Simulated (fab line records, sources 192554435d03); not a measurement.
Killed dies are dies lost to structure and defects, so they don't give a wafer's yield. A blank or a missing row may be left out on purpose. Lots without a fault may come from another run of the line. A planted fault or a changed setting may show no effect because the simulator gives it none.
Chamber matching | flow n5_finfet | N5_BEOL_M0_SAQP_HM_DEP_111 on pecvd-02: 3 sister chambers
The step deposits SiO2 from SiH4/N2O, target thk 12 nm, time 7.2 s. 3 wafers are shown with their chamber, then 11 later ones without.

WAFERS WITH THEIR CHAMBER
wafer  | chamber | showerhead_plenum_p_Torr (Torr)
L087.4 | 2       | 7.98
L089.1 | 1       | 8.33
L091.3 | 0       | 7.95

WAFERS WITHOUT THEIR CHAMBER
wafer  | showerhead_plenum_p_Torr (Torr)
L091.4 | 8.34
L091.6 | 7.96
L092.4 | 7.93
L092.5 | 8.31
L092.6 | 7.93
L095.1 | 7.96
L095.2 | 7.94
L095.3 | 8.31
L097.1 | 7.97
L097.3 | 7.94
L097.6 | 8.32

WHICH CHAMBER EACH WENT THROUGH
wafer  | from the rows above     | in truth
L091.4 | 1                       | 1
L091.6 | can't be placed: 0 or 2 | 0
L092.4 | 0                       | 0
L092.5 | 1                       | 1
L092.6 | 0                       | 0
L095.1 | can't be placed: 0 or 2 | 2
L095.2 | 0                       | 0
L095.3 | 1                       | 1
L097.1 | can't be placed: 2 or 0 | 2
L097.3 | 0                       | 0
L097.6 | 1                       | 1
Placed correctly: 8 of 11. Can't be placed from these rows: 3 (the true chamber is among the candidates in 3). Placed wrongly: 0.
How it was worked out, from the rows above alone: a wafer's distance from a chamber is the root of the sum, over the readings, of the square of ((its reading less the chamber's mean) divided by the reading's scatter). The wafer belongs to the nearest chamber; if the next one is less than 2 further off, it can't be placed. A chamber's mean is the mean of its shown wafers. The scatter: with one shown wafer a chamber, the root of the mean of the squares of how far each hidden wafer lies from its nearest shown one.
